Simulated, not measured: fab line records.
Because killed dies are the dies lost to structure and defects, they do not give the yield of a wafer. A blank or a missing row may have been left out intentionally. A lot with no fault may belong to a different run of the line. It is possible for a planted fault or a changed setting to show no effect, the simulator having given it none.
fab line records    flow n5-finfet
record lots=10  wafers=30  last-day=20
route steps=1938 shown MOL_CONTACT_COAG@574 BEOL_M4@1111 PASSIVATION@1936
lots that met no fault: from a run of the same line without faults
start-h: hours from the record's opening day to when the first of the lot's shown wafers began    wait-h: hours since the lot's step before    " repeats the value in the row above    L1.1+2: a single row standing in for several wafers    - either no value or no given start    * or withheld: withheld    < > ~ a bound
route shown NAME@n: a module of which the file shows steps, and the number in the route of the first    usual: mean/standard deviation taken from wafers without a fault    same: alike in all rows    chamber/n: place in a boat    sites: per-site readings    _std_site: the standard deviation of these    _edge_site: outer sites' mean less inner sites'    radius-mm: how far each site lies from the wafer's centre    mask NAME#n: copy n    behind: the tool/chamber that last shaped the wafer    hold: the reason the lot was held/the length of the hold in hours/how it ended    device: which transistor (n, p or np) failed to switch    end of line: the same wafers' tests at the end of the route    a step given without rows: its recipe and nothing more    killed: at the first sort, the dies lost to defects and structure; wafer yield is something else    map: a wafer's dies, marking killed ones x, the rest . and places with no die _
set.NAME: the setting as run; set.NAME@STEP: as run at that earlier step    model.NAME: the simulator's own value behind a step, which no gauge read
steps of the route over a sample of lots; a table a step, a row a wafer
services: the hour from which a tool's chamber was out of use, counted from the record's first day as start-h (under 0 if before that day), plus the number of hours and why
## steps
# step N5_MOL_CONTACT_COAG_OVL_MEAS_85
# recipe points-per-wafer=522
# usual VG_OVL=0.2/0.76
lot.wafer  tool        chamber  start-h  wait-h  VG_OVL[nm]
L415.2     overlay-02  0        98.39    0.0     1.1
L415.4     "           0        "        "       0.2
L415.6     "           0        "        "       0.1
L416.2     overlay-01  0        103.81   0.0     1.5
L416.5     "           0        "        "       0.1
L416.6     "           0        "        "       0.6
L422.3     overlay-02  0        140.55   0.0     1.3
L422.5     "           0        "        "       -0.6
L422.6     "           0        "        "       -0.3
L426.1     overlay-02  0        165.04   0.0     -1.0
L426.3     "           0        "        "       -0.2
L426.6     "           0        "        "       -0.2
L427.1     overlay-02  0        171.21   0.0     0.9
L427.5     "           0        "        "       1.7
L427.6     "           0        "        "       0.3
L429.1     overlay-02  0        181.94   0.0     0.9
L429.2     "           0        "        "       1.0
L429.4     "           0        "        "       -0.1
L433.1     overlay-02  0        207.84   0.0     -0.5
L433.3     "           0        "        "       -0.9
L433.5     "           0        "        "       -1.8
L435.1     overlay-01  0        223.64   0.0     0.2
L435.4     "           0        "        "       0.1
L435.5     "           0        "        "       0.3
L437.1     overlay-02  0        230.15   0.0     0.2
L437.5     "           0        "        "       -0.2
L437.6     "           0        "        "       0.2
L438.4     overlay-01  0        234.21   0.0     -0.4
L438.5     "           0        "        "       -0.1
L438.6     "           0        "        "       -0.6
# step N5_MOL_CONTACT_COAG_ETCHBACK_135
# recipe chemistry=CHF3  target=SiO2  target-depth-a=250  time-s=16.7  ion-energy-ev=200  pressure-mtorr=30  source-w=610  bias-w=170  Ar_flow_sccm=200  CHF3_flow_sccm=50
# usual CHF3_flow_sccm=50.01/0.15  drypump-motor-current-A=5.6/0.51  oes-product-au=0.80/0.088  rf-vpp-V=524/9.8  showerhead-plenum-p-Torr=2.36/0.057  throttle-valve-pct=18.65/0.25
lot.wafer  tool         chamber  start-h  wait-h  CHF3_flow_sccm  drypump-motor-current-A  oes-product-au  rf-hours-counter-h  rf-vpp-V  showerhead-plenum-p-Torr  throttle-valve-pct
L415.2     rie-diel-05  3        99.13    0.0     50.14           6.6                      0.67            238                 536       2.35                      18.63
L415.4     "            1        "        "       50.04           5.8                      0.71            187                 531       2.28                      18.96
L415.6     "            0        "        "       49.92           5.6                      0.73            -                   516       2.37                      18.80
L416.2     rie-diel-06  2        104.33   0.0     50.16           4.6                      0.85            61                  538       2.40                      18.78
L416.5     "            2        "        "       49.91           4.6                      0.85            -                   538       2.40                      18.80
L416.6     "            3        "        "       50.08           5.6                      0.71            -                   512       2.35                      18.72
L422.3     rie-diel-05  1        141.16   0.0     49.91           5.8                      0.71            200                 531       2.27                      18.99
L422.5     "            2        "        "       49.85           6.1                      0.66            -                   523       2.44                      18.73
L422.6     "            1        "        "       49.79           5.8                      0.70            -                   530       2.27                      18.99
L426.1     rie-diel-05  0        165.70   0.0     50.06           5.7                      0.91            223                 513       2.36                      18.85
L426.3     "            2        "        "       50.12           6.1                      1.00            1                   522       2.44                      18.39
L426.6     "            2        "        "       50.18           6.1                      1.29            -                   525       2.44                      18.43
L427.1     rie-diel-01  2        171.78   0.0     49.92           5.4                      0.83            49                  513       2.32                      18.72
L427.5     "            3        "        "       50.24           6.0                      0.79            -                   530       2.40                      19.04
L427.6     "            0        "        "       49.95           5.8                      0.94            -                   517       2.42                      18.23
L429.1     rie-diel-05  3        182.47   0.0     50.04           6.6                      1.19            13                  537       2.34                      18.31
L429.2     "            2        "        "       50.00           6.1                      0.97            6                   523       2.44                      18.39
L429.4     "            0        "        "       49.83           5.7                      0.92            229                 515       2.36                      18.88
L433.1     rie-diel-01  0        208.37   0.0     49.99           5.8                      0.92            31                  517       2.42                      18.27
L433.3     "            2        "        "       50.28           5.5                      0.82            62                  512       2.32                      18.74
L433.5     "            1        "        "       50.05           6.0                      0.81            -                   535       2.39                      18.42
L435.1     rie-diel-01  0        224.69   0.0     50.29           5.8                      0.90            37                  517       2.41                      18.27
L435.4     "            1        "        "       49.94           6.0                      0.80            93                  537       2.38                      18.44
L435.5     "            0        "        "       50.12           5.8                      0.91            -                   519       2.41                      18.25
L437.1     rie-diel-06  1        231.05   0.0     49.98           5.3                      0.69            227                 512       2.26                      18.79
L437.5     "            0        "        "       50.06           5.5                      0.81            -                   524       2.41                      18.43
L437.6     "            2        "        "       49.98           4.6                      0.80            -                   537       2.39                      18.88
L438.4     rie-diel-06  1        234.73   0.0     50.17           5.3                      0.69            -                   510       2.26                      18.80
L438.5     "            2        "        "       49.93           4.6                      0.80            -                   536       2.38                      18.88
L438.6     "            0        "        "       49.85           5.5                      0.80            -                   524       2.41                      18.42
# step N5_MOL_CONTACT_COAG_STRIP_119
# recipe chemistry=N2/H2  time-s=30  power-w=1000  temp-c=250  pressure-mtorr=withheld  n2-flow-sccm=1750  h2-flow-sccm=3250
# usual drypump-motor-current-A=5.6/0.37  heater-power-w=347/43  n2-flow-sccm=1750/4.8
lot.wafer  tool             chamber  start-h  wait-h  drypump-motor-current-A  heater-power-w  n2-flow-sccm  rf-hours-counter-h
L415.2     plasma-asher-02  1        99.35    0.1     5.7                      379             1755          88
L415.4     "                1        "        "       5.7                      390             1751          -
L415.6     "                1        "        "       5.7                      387             1755          -
L416.2     plasma-asher-02  1        104.55   0.1     5.7                      386             1747          90
L416.5     "                0        "        "       5.1                      278             1749          -
L416.6     "                1        "        "       5.7                      398             1750          -
L422.3     plasma-asher-01  1        141.40   0.1     5.6                      338             1749          -
L422.5     "                0        "        "       6.1                      392             1745          -
L422.6     "                1        "        "       5.6                      341             1746          -
L426.1     plasma-asher-01  1        165.92   0.1     5.6                      333             1751          56
L426.3     "                1        "        "       5.6                      338             1760          -
L426.6     "                1        "        "       5.6                      336             1760          -
L427.1     plasma-asher-01  0        172.00   0.1     6.1                      382             1747          58
L427.5     "                0        "        "       6.1                      381             1752          -
L427.6     "                1        "        "       5.6                      335             1759          -
L429.1     plasma-asher-01  0        182.69   0.1     6.1                      392             1756          59
L429.2     "                1        "        "       5.6                      331             1746          59
L429.4     "                0        "        "       6.1                      382             1742          -
L433.1     plasma-asher-02  0        208.62   0.1     5.1                      292             1758          112
L433.3     "                1        "        "       5.7                      384             1745          -
L433.5     "                0        "        "       5.0                      281             1757          -
L435.1     plasma-asher-02  0        224.91   0.1     5.1                      284             1751          116
L435.4     "                0        "        "       5.1                      281             1755          -
L435.5     "                0        "        "       5.1                      294             1756          -
L437.1     plasma-asher-01  0        231.27   0.1     6.1                      393             1750          69
L437.5     "                0        "        "       6.1                      384             1749          -
L437.6     "                1        "        "       5.6                      339             1754          -
L438.4     plasma-asher-01  1        234.97   0.1     5.6                      328             1749          -
L438.5     "                1        "        "       5.6                      334             1748          -
L438.6     "                0        "        "       6.1                      382             1747          -
# step N5_MOL_CONTACT_COAG_CD_MEAS_137
# recipe target-cd-nm=16
# usual cd-nm=16.1/0.38
lot.wafer  tool       chamber  start-h  wait-h  cd-nm
L415.2     cd-sem-01  -        99.50    0.0     15.8
L415.4     "          -        "        "       16.3
L415.6     "          -        "        "       15.4
L416.2     cd-sem-02  -        104.70   0.0     16.3
L416.5     "          -        "        "       16.3
L416.6     "          -        "        "       16.0
L422.3     cd-sem-03  -        141.53   0.0     15.9
L422.5     "          -        "        "       16.3
L422.6     "          -        "        "       16.9
L426.1     cd-sem-03  -        166.06   0.0     16.4
L426.3     "          -        "        "       15.7
L426.6     "          -        "        "       16.0
L427.1     cd-sem-02  -        172.14   0.0     16.4
L427.5     "          -        "        "       16.4
L427.6     "          -        "        "       16.0
L429.1     cd-sem-03  -        182.84   0.0     16.4
L429.2     "          -        "        "       16.5
L429.4     "          -        "        "       16.8
L433.1     cd-sem-02  -        208.76   0.0     15.7
L433.3     "          -        "        "       16.0
L433.5     "          -        "        "       16.3
L435.1     cd-sem-02  -        225.09   0.0     15.5
L435.4     "          -        "        "       15.8
L435.5     "          -        "        "       15.5
L437.1     cd-sem-01  -        231.45   0.0     16.9
L437.5     "          -        "        "       15.7
L437.6     "          -        "        "       16.5
L438.4     cd-sem-01  -        235.14   0.0     16.5
L438.5     "          -        "        "       15.9
L438.6     "          -        "        "       17.0
# step N5_BEOL_M4_RC_MEAS_101
# usual DIBL_N=36.3/1.7  DIBL_P=36.5/2.1  IOFF_N=0.16/0.03  IOFF_P=0.22/0.035  ION_N=675/11  ION_P=465/7.1  SS_N=71.5/0.62  SS_P=73.3/0.64  VT_N=250/3.1  VT_P=-249.1/3
lot.wafer  tool       chamber  start-h  wait-h  DIBL_N[mV/V]  DIBL_P[mV/V]  IOFF_N[nA/um]  IOFF_P[nA/um]  ION_N[uA/um]  ION_P[uA/um]  SS_N[mV/dec]  SS_P[mV/dec]  VT_N[mV]  VT_P[mV]
L416.2     prober-01  0        165.05   0.2     35.2          35.6          0.15           0.23           683           472           71.4          72.4          249       -244.8
L416.5     "          0        "        "       37.2          38.1          0.18           0.28           671           469           71.3          73.8          246       -244.1
L416.6     "          0        "        "       34.7          35.4          0.14           0.23           673           473           70.8          72.9          252       -244.3
L415.2     prober-01  0        170.56   0.8     37.8          38.9          0.19           0.26           682           470           72.1          73.8          246       -245.8
L415.4     "          0        "        "       37.7          38.4          0.19           0.27           686           473           72.0          73.4          248       -246.1
L415.6     "          0        "        "       35.5          36.7          0.15           0.23           675           469           71.0          72.5          252       -248.8
L422.3     prober-02  0        202.05   0.3     35.2          31.7          0.13           0.17           671           459           71.0          72.1          253       -252.1
L422.5     "          0        "        "       37.0          34.8          0.16           0.20           685           467           71.5          72.7          249       -252.0
L422.6     "          0        "        "       37.0          34.8          0.15           0.20           662           460           71.9          72.6          251       -250.5
L426.1     prober-02  0        226.44   0.0     36.7          35.8          0.16           0.22           686           469           71.6          73.4          250       -249.1
L426.3     "          0        "        "       33.5          32.1          0.10           0.16           656           457           70.9          72.8          256       -253.1
L426.6     "          0        "        "       35.0          34.4          0.13           0.19           678           463           71.0          73.4          251       -250.4
L429.1     prober-01  0        297.93   0.0     33.6          33.2          0.13           0.18           654           452           71.5          73.0          251       -250.5
L429.2     "          0        "        "       38.5          38.7          0.22           0.27           687           469           72.2          73.7          245       -247.3
L429.4     "          0        "        "       33.4          33.4          0.12           0.18           657           458           71.7          73.0          253       -251.6
L427.1     prober-01  0        299.66   0.0     37.5          39.9          0.20           0.26           686           472           72.2          73.4          245       -247.8
L427.5     "          0        "        "       34.9          35.6          0.14           0.19           670           457           72.2          73.0          252       -250.3
L427.6     "          0        "        "       37.6          40.2          0.21           0.27           699           474           72.7          73.6          243       -246.3
L435.1     prober-01  0        308.98   0.0     38.4          36.9          0.19           0.25           681           468           72.3          73.4          246       -245.4
L435.4     "          0        "        "       36.6          34.3          0.15           0.21           674           468           71.7          73.4          248       -246.7
L435.5     "          0        "        "       37.4          36.5          0.18           0.24           694           474           71.3          73.3          246       -247.4
L437.1     prober-02  0        312.24   0.0     36.3          37.6          0.16           0.22           682           468           71.6          73.7          251       -250.8
L437.5     "          0        "        "       38.9          40.8          0.22           0.28           684           473           72.1          74.7          246       -246.8
L437.6     "          0        "        "       38.1          39.7          0.20           0.26           709           484           71.6          74.1          245       -246.6
L433.1     prober-02  0        330.25   0.0     37.5          38.0          0.18           0.28           662           460           71.3          73.8          248       -245.2
L433.3     "          0        "        "       37.8          36.8          0.17           0.24           678           466           72.0          73.4          251       -246.1
L433.5     "          0        "        "       39.2          38.9          0.20           0.26           672           456           72.5          73.3          247       -245.9
L438.4     prober-02  0        332.50   0.5     36.4          38.1          0.16           0.23           671           467           71.5          73.8          252       -246.8
L438.5     "          0        "        "       34.0          35.8          0.13           0.20           686           475           70.5          73.1          253       -248.7
L438.6     "          0        "        "       36.9          38.7          0.19           0.24           691           480           71.2          73.9          245       -246.6
# step N5_PASSIVATION_PROBE_49
# usual defect-limited-yield=91.2/1.4  killed_at_M0_to_M3=36/10  killed_at_M4_up=13/5.1  killed-at-contacts=12/5.4  killed-at-front-end=39/11  killed-at-other=3.5/2.4  killed-dies=104/17  killed-open=67/13  killed-short=36/8.3  sort_bin_5_function=5.2/0.98  sort_bin_6_memory=3.3/0.68  sort-n-pass=1076/17  sort-yield-pct=91.2/1.4
# same gross-dies=1180  killed-at-back-side=0  sort_bin_4_leakage[%]=0  sort_bin_8_speed[%]=0
lot.wafer  tool       chamber  start-h  wait-h  defect-limited-yield[%]  killed_at_M0_to_M3  killed_at_M4_up  killed-at-contacts  killed-at-front-end  killed-at-other  killed-dies  killed-open  killed-short  sort_bin_5_function[%]  sort_bin_6_memory[%]  sort-n-pass  sort-yield-pct[%]
L416.2     prober-02  -        251.83   0.1     93.3                     29                  9                5                   34                   2                79           53           25            3.9                     2.5                   1101         93.3
L416.5     prober-02  -        251.98   0.2     92.5                     21                  15               1                   45                   7                89           57           31            3.9                     3.3                   1091         92.5
L416.6     prober-02  -        252.03   0.3     92.5                     33                  6                4                   44                   2                89           54           35            4.7                     2.6                   1091         92.5
L415.2     prober-01  -        259.84   0.1     91.3                     33                  12               22                  31                   5                103          70           32            5.4                     3.1                   1077         91.3
L415.4     prober-01  -        259.94   0.2     92.9                     23                  14               13                  31                   3                84           58           26            3.6                     3.3                   1096         92.9
L415.6     prober-01  -        260.04   0.3     91.7                     40                  9                12                  34                   3                98           67           31            4.3                     3.5                   1082         91.7
L422.3     prober-01  -        287.72   0.1     91.5                     22                  18               9                   48                   3                100          70           30            4.9                     3.3                   1080         91.5
L422.5     prober-01  -        287.82   0.2     92.0                     30                  12               6                   41                   5                94           58           36            4.6                     3.2                   1086         92.0
L422.6     prober-01  -        287.87   0.3     90.7                     34                  13               7                   55                   1                110          64           46            5.2                     4.0                   1070         90.7
L426.1     prober-01  -        319.60   0.0     89.6                     43                  17               24                  39                   0                123          75           48            5.8                     4.2                   1057         89.6
L426.3     prober-01  -        319.70   0.1     90.4                     55                  10               13                  25                   10               113          68           45            5.5                     3.5                   1067         90.4
L426.6     prober-01  -        319.85   0.3     90.6                     44                  18               13                  29                   7                111          67           42            5.3                     3.7                   1069         90.6
L427.1     prober-01  -        410.48   0.2     92.3                     28                  20               8                   35                   0                91           69           21            4.6                     3.0                   1089         92.3
L427.5     prober-01  -        410.68   0.4     91.5                     30                  15               17                  35                   3                100          65           35            4.5                     3.7                   1080         91.5
L427.6     prober-01  -        410.73   0.5     90.3                     40                  14               9                   49                   3                115          70           42            6.3                     3.2                   1065         90.3
L429.1     prober-01  -        422.01   0.0     90.8                     38                  13               10                  40                   8                109          78           30            5.2                     3.7                   1071         90.8
L429.2     prober-01  -        422.06   0.1     90.8                     39                  19               8                   39                   3                108          63           43            5.1                     3.8                   1072         90.8
L429.4     prober-01  -        422.16   0.2     90.0                     37                  6                14                  57                   4                118          87           28            6.1                     3.6                   1062         90.0
L437.1     prober-02  -        438.66   0.0     91.2                     31                  20               9                   42                   2                104          70           33            5.3                     3.6                   1076         91.2
L437.5     prober-02  -        438.86   0.2     93.2                     19                  13               12                  29                   7                80           48           31            3.6                     2.5                   1100         93.2
L437.6     prober-02  -        438.91   0.3     89.9                     24                  11               16                  63                   5                119          87           32            5.9                     4.0                   1061         89.9
L435.1     prober-01  -        439.00   0.0     93.6                     29                  4                9                   32                   2                76           52           23            4.4                     1.9                   1104         93.6
L435.4     prober-01  -        439.15   0.2     91.9                     49                  12               7                   26                   1                95           62           29            5.3                     2.6                   1085         91.9
L435.5     prober-01  -        439.20   0.2     93.3                     26                  10               4                   35                   4                79           39           37            3.3                     3.1                   1101         93.3
L438.4     prober-01  -        458.46   0.2     90.4                     27                  12               26                  39                   9                113          78           35            5.8                     3.4                   1067         90.4
L438.5     prober-01  -        458.51   0.2     89.6                     48                  16               17                  40                   2                123          86           37            5.9                     3.8                   1057         89.6
L438.6     prober-01  -        458.56   0.3     91.8                     30                  10               14                  40                   3                97           64           31            4.9                     3.1                   1083         91.8
L433.1     prober-01  -        468.27   0.0     89.7                     53                  15               16                  35                   3                122          80           37            6.5                     3.1                   1058         89.7
L433.3     prober-01  -        468.37   0.1     90.3                     46                  13               15                  40                   1                115          75           40            6.1                     3.3                   1065         90.3
L433.5     prober-01  -        468.47   0.2     89.0                     29                  20               14                  65                   2                130          83           47            6.5                     4.3                   1050         89.0
# killed by level:class
L416.2 STI_FIN_REVEAL:geometric-particle:open=11 BEOL_M0_SAQP:geometric-particle:short=7 BEOL_M3:geometric-particle:open=7 FIN_SAQP:geometric-particle:short=6 BEOL_M2:geometric-particle:open=6 BEOL_M4:geometric-particle:open=5 STI_FIN_REVEAL:geometric-particle:short=4 MOL_CONTACT_COAG:geometric-particle:open=4
L416.5 BEOL_M4:geometric-particle:open=12 FIN_SAQP:geometric-particle:short=9 STI_FIN_REVEAL:geometric-particle:open=9 FIN_SAQP:geometric-particle:open=6 BEOL_M0_SAQP:geometric-particle:short=5 GATE_CUT:geometric-particle:short=4 BEOL_M0_SAQP:geometric-particle:open=4 BEOL_M2:geometric-particle:open=4
L416.6 FIN_SAQP:geometric-particle:open=14 FIN_SAQP:geometric-particle:short=10 BEOL_M0_SAQP:geometric-particle:short=10 BEOL_M0_SAQP:geometric-particle:open=9 DUMMY_GATE:geometric-particle:open=5 STI_FIN_REVEAL:geometric-particle:open=3 MOL_CONTACT_COAG:geometric-particle:open=3 BEOL_M0:geometric-particle:open=3
L415.2 MOL_CONTACT_COAG:geometric-particle:open=19 BEOL_M1:geometric-particle:open=8 GATE_CUT:geometric-particle:short=7 BEOL_M4:geometric-particle:open=7 BEOL_M3:geometric-particle:open=6 STI_FIN_REVEAL:geometric-particle:open=5 BEOL_M2:geometric-particle:open=5 DUMMY_GATE:geometric-particle:open=4
L415.4 STI_FIN_REVEAL:geometric-particle:open=11 MOL_CONTACT_COAG:geometric-particle:open=9 BEOL_M3:geometric-particle:open=7 BEOL_M4:geometric-particle:open=7 GATE_CUT:geometric-particle:open=4 MOL_CONTACT_COAG:geometric-particle:short=4 BEOL_M1:geometric-particle:open=4 STI_FIN_REVEAL:geometric-particle:short=3
L415.6 BEOL_M0_SAQP:geometric-particle:open=15 STI_FIN_REVEAL:geometric-particle:open=11 FIN_SAQP:geometric-particle:short=8 MOL_CONTACT_COAG:geometric-particle:open=8 BEOL_M3:geometric-particle:open=8 BEOL_M0_SAQP:geometric-particle:short=7 BEOL_M2:geometric-particle:open=5 GATE_CUT:geometric-particle:open=4
L422.3 STI_FIN_REVEAL:geometric-particle:open=13 MOL_CONTACT_COAG:geometric-particle:open=8 DUMMY_GATE:geometric-particle:open=7 BEOL_M1:geometric-particle:open=7 FIN_SAQP:geometric-particle:short=6 GATE_CUT:geometric-particle:short=6 BEOL_M4:geometric-particle:open=6 FIN_SAQP:geometric-particle:open=5
L422.5 STI_FIN_REVEAL:geometric-particle:open=13 FIN_SAQP:geometric-particle:short=8 BEOL_M1:geometric-particle:open=8 BEOL_M0_SAQP:geometric-particle:short=6 BEOL_M5:geometric-particle:open=5 GATE_CUT:geometric-particle:open=5 MOL_CONTACT_COAG:geometric-particle:open=5 BEOL_M0_SAQP:geometric-particle:open=4
L422.6 STI_FIN_REVEAL:geometric-particle:open=15 FIN_SAQP:geometric-particle:short=14 BEOL_M0_SAQP:geometric-particle:short=9 BEOL_M0_SAQP:geometric-particle:open=9 FIN_SAQP:geometric-particle:open=8 STI_FIN_REVEAL:geometric-particle:short=8 MOL_CONTACT_COAG:geometric-particle:open=6 BEOL_M4:geometric-particle:open=5
L426.1 MOL_CONTACT_COAG:geometric-particle:open=21 BEOL_M0_SAQP:geometric-particle:open=19 BEOL_M0_SAQP:geometric-particle:short=13 FIN_SAQP:geometric-particle:short=12 BEOL_M4:geometric-particle:open=7 STARTING-WAFER:geometric-particle:short=5 STI_FIN_REVEAL:geometric-particle:open=4 GATE_CUT:geometric-particle:short=4
L426.3 BEOL_M0_SAQP:geometric-particle:short=25 BEOL_M0_SAQP:geometric-particle:open=23 MOL_CONTACT_COAG:geometric-particle:open=11 FIN_SAQP:geometric-particle:short=6 PAD_METAL:geometric-particle:open=6 FIN_SAQP:geometric-particle:open=4 STI_FIN_REVEAL:geometric-particle:open=4 BEOL_M3:geometric-particle:open=3
L426.6 BEOL_M0_SAQP:geometric-particle:open=12 MOL_CONTACT_COAG:geometric-particle:open=10 BEOL_M0_SAQP:geometric-particle:short=10 FIN_SAQP:geometric-particle:short=7 STI_FIN_REVEAL:geometric-particle:open=7 DUMMY_GATE:geometric-particle:open=5 BEOL_M1:geometric-particle:short=5 BEOL_M1:geometric-particle:open=5
L427.1 BEOL_M2:geometric-particle:open=12 BEOL_M4:geometric-particle:open=9 STI_FIN_REVEAL:geometric-particle:open=7 MOL_CONTACT_COAG:geometric-particle:open=6 DUMMY_GATE:geometric-particle:open=5 GATE_CUT:geometric-particle:short=5 BEOL_M3:geometric-particle:open=5 FIN_SAQP:geometric-particle:open=4
L427.5 MOL_CONTACT_COAG:geometric-particle:open=12 BEOL_M2:geometric-particle:open=9 DUMMY_GATE:geometric-particle:open=7 BEOL_M0_SAQP:geometric-particle:open=7 BEOL_M0_SAQP:geometric-particle:short=6 DUMMY_GATE:geometric-particle:short=5 MOL_CONTACT_COAG:geometric-particle:short=5 BEOL_M5:geometric-particle:open=5
L427.6 BEOL_M0_SAQP:geometric-particle:short=13 BEOL_M0_SAQP:geometric-particle:open=9 BEOL_M2:geometric-particle:open=9 FIN_SAQP:geometric-particle:open=7 MOL_CONTACT_COAG:geometric-particle:open=7 BEOL_M5:geometric-particle:open=6 DUMMY_GATE:geometric-particle:open=5 GATE_CUT:geometric-particle:short=5
L429.1 STI_FIN_REVEAL:geometric-particle:open=14 BEOL_M0_SAQP:geometric-particle:open=11 MOL_CONTACT_COAG:geometric-particle:open=8 BEOL_M2:geometric-particle:open=8 BEOL_M3:geometric-particle:open=8 BEOL_M0_SAQP:geometric-particle:short=7 BEOL_M4:geometric-particle:open=6 GATE_CUT:geometric-particle:short=5
L429.2 BEOL_M0_SAQP:geometric-particle:short=16 STI_FIN_REVEAL:geometric-particle:open=12 BEOL_M0_SAQP:geometric-particle:open=10 FIN_SAQP:geometric-particle:open=8 BEOL_M4:geometric-particle:short=7 MOL_CONTACT_COAG:geometric-particle:open=6 BEOL_M4:geometric-particle:open=5 DUMMY_GATE:geometric-particle:open=4
L429.4 FIN_SAQP:geometric-particle:open=23 STI_FIN_REVEAL:geometric-particle:open=13 MOL_CONTACT_COAG:geometric-particle:open=11 BEOL_M0_SAQP:geometric-particle:open=9 BEOL_M3:geometric-particle:open=7 BEOL_M1:geometric-particle:open=6 BEOL_M0_SAQP:geometric-particle:short=6 FIN_SAQP:geometric-particle:short=4
L437.1 STI_FIN_REVEAL:geometric-particle:open=10 FIN_SAQP:geometric-particle:open=9 FIN_SAQP:geometric-particle:short=8 BEOL_M4:geometric-particle:open=8 MOL_CONTACT_COAG:geometric-particle:open=7 BEOL_M2:geometric-particle:open=7 BEOL_M0_SAQP:geometric-particle:open=5 BEOL_M0:geometric-particle:open=4
L437.5 STI_FIN_REVEAL:geometric-particle:open=10 MOL_CONTACT_COAG:geometric-particle:open=10 BEOL_M0_SAQP:geometric-particle:short=6 FIN_SAQP:geometric-particle:open=5 BEOL_M4:geometric-particle:open=5 PAD_METAL:geometric-particle:short=5 DUMMY_GATE:geometric-particle:open=3 BEOL_M0_SAQP:geometric-particle:open=3
L437.6 STI_FIN_REVEAL:geometric-particle:open=41 MOL_CONTACT_COAG:geometric-particle:open=13 BEOL_M4:geometric-particle:open=9 STI_FIN_REVEAL:geometric-particle:short=8 BEOL_M0_SAQP:geometric-particle:open=6 BEOL_M0_SAQP:geometric-particle:short=6 BEOL_M2:geometric-particle:open=4 MIM_TOP:geometric-particle:short=4
L435.1 BEOL_M0_SAQP:geometric-particle:open=11 FIN_SAQP:geometric-particle:open=8 STI_FIN_REVEAL:geometric-particle:open=8 MOL_CONTACT_COAG:geometric-particle:open=8 BEOL_M0_SAQP:geometric-particle:short=8 BEOL_M3:geometric-particle:open=4 FIN_SAQP:geometric-particle:short=3 GATE_CUT:geometric-particle:short=3
L435.4 BEOL_M0_SAQP:geometric-particle:open=8 BEOL_M0_SAQP:geometric-particle:short=8 BEOL_M4:geometric-particle:open=8 BEOL_M1:geometric-particle:open=8 MOL_CONTACT_COAG:geometric-particle:open=6 FIN_SAQP:geometric-particle:open=5 STI_FIN_REVEAL:geometric-particle:open=5 BEOL_M2:geometric-particle:short=5
L435.5 FIN_SAQP:geometric-particle:open=12 BEOL_M0_SAQP:geometric-particle:short=7 BEOL_M3:geometric-particle:short=7 FIN_SAQP:geometric-particle:short=6 BEOL_M0_SAQP:geometric-particle:open=5 STARTING-WAFER:geometric-particle:open=4 GATE_CUT:geometric-particle:short=3 MOL_CONTACT_COAG:geometric-particle:open=3
L438.4 MOL_CONTACT_COAG:geometric-particle:open=18 FIN_SAQP:geometric-particle:open=11 BEOL_M2:geometric-particle:open=9 MOL_CONTACT_COAG:geometric-particle:short=8 FIN_SAQP:geometric-particle:short=7 BEOL_M3:geometric-particle:open=7 DUMMY_GATE:geometric-particle:open=5 BEOL_M0_SAQP:geometric-particle:open=4
L438.5 MOL_CONTACT_COAG:geometric-particle:open=16 BEOL_M0_SAQP:geometric-particle:short=12 BEOL_M0_SAQP:geometric-particle:open=12 BEOL_M3:geometric-particle:open=12 FIN_SAQP:geometric-particle:short=9 FIN_SAQP:geometric-particle:open=8 DUMMY_GATE:geometric-particle:open=7 BEOL_M2:geometric-particle:open=7
L438.6 MOL_CONTACT_COAG:geometric-particle:open=10 FIN_SAQP:geometric-particle:short=8 DUMMY_GATE:geometric-particle:open=8 BEOL_M2:geometric-particle:open=8 FIN_SAQP:geometric-particle:open=7 STI_FIN_REVEAL:geometric-particle:open=5 BEOL_M2:geometric-particle:short=5 BEOL_M3:geometric-particle:open=5
L433.1 BEOL_M0_SAQP:geometric-particle:open=17 MOL_CONTACT_COAG:geometric-particle:open=15 BEOL_M0_SAQP:geometric-particle:short=14 BEOL_M2:geometric-particle:open=10 BEOL_M4:geometric-particle:open=10 FIN_SAQP:geometric-particle:short=9 STI_FIN_REVEAL:geometric-particle:open=8 BEOL_M3:geometric-particle:open=6
L433.3 MOL_CONTACT_COAG:geometric-particle:open=12 FIN_SAQP:geometric-particle:short=10 BEOL_M0_SAQP:geometric-particle:short=10 BEOL_M3:geometric-particle:open=9 BEOL_M0_SAQP:geometric-particle:open=7 BEOL_M4:geometric-particle:open=7 FIN_SAQP:geometric-particle:open=6 DUMMY_GATE:geometric-particle:open=6
L433.5 FIN_SAQP:geometric-particle:short=16 FIN_SAQP:geometric-particle:open=15 STI_FIN_REVEAL:geometric-particle:open=13 MOL_CONTACT_COAG:geometric-particle:open=12 BEOL_M4:geometric-particle:open=11 BEOL_M0_SAQP:geometric-particle:open=7 STARTING-WAFER:geometric-particle:short=6 BEOL_M0_SAQP:geometric-particle:short=5
## services
tool         chamber  start-h  hours  kind
rie-diel-05  2        83.44    2.5    repair
rie-diel-01  0        100.97   -      clean
rie-diel-01  0        100.97   -      consumable-replace:focus-ring
rie-diel-01  0        100.97   22.1   scheduled-down
rie-diel-01  0        100.97   22.1   vent-cycle
rie-diel-05  -        106.30   2.8    pm
rie-diel-06  1        121.89   3.9    repair
rie-diel-05  3        134.17   -      clean
rie-diel-05  3        134.17   -      consumable-replace:focus-ring
rie-diel-05  3        134.17   13.7   scheduled-down
rie-diel-05  3        134.17   13.7   vent-cycle
rie-diel-05  2        147.93   -      clean
rie-diel-05  2        147.93   -      consumable-replace:focus-ring
rie-diel-05  2        147.93   15.4   scheduled-down
rie-diel-05  2        147.93   15.4   vent-cycle
rie-diel-06  1        168.38   3.6    repair
rie-diel-06  3        219.64   -      clean
rie-diel-06  3        219.64   -      consumable-replace:focus-ring
rie-diel-06  3        219.64   19.4   scheduled-down
rie-diel-06  3        219.64   19.4   vent-cycle
## key
first-sign step=N5_MOL_CONTACT_COAG_ETCHBACK_135  reading=oes-product-au  direction=up  sigmas=3.2  usual=0.80  struck=1.08
effect none on later readings
met-at N5_MOL_CONTACT_COAG_ETCHBACK_135
struck-lots L426,L429
struck-wafers L426.1,L426.6,L429.1,L429.4
not-acting-at N5_MOL_CONTACT_COAG_OVL_MEAS_85,N5_MOL_CONTACT_COAG_STRIP_119,N5_MOL_CONTACT_COAG_CD_MEAS_137
onset-between 141.16 165.70
fault kind=process-parameter-drift  tool=rie-diel-05  chamber=-  onset-h=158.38  steps=N5_MOL_CONTACT_COAG_ETCHBACK_135  channel=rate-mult  offset=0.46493  shape=step  end-h=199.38  scope=struck-wafers-only
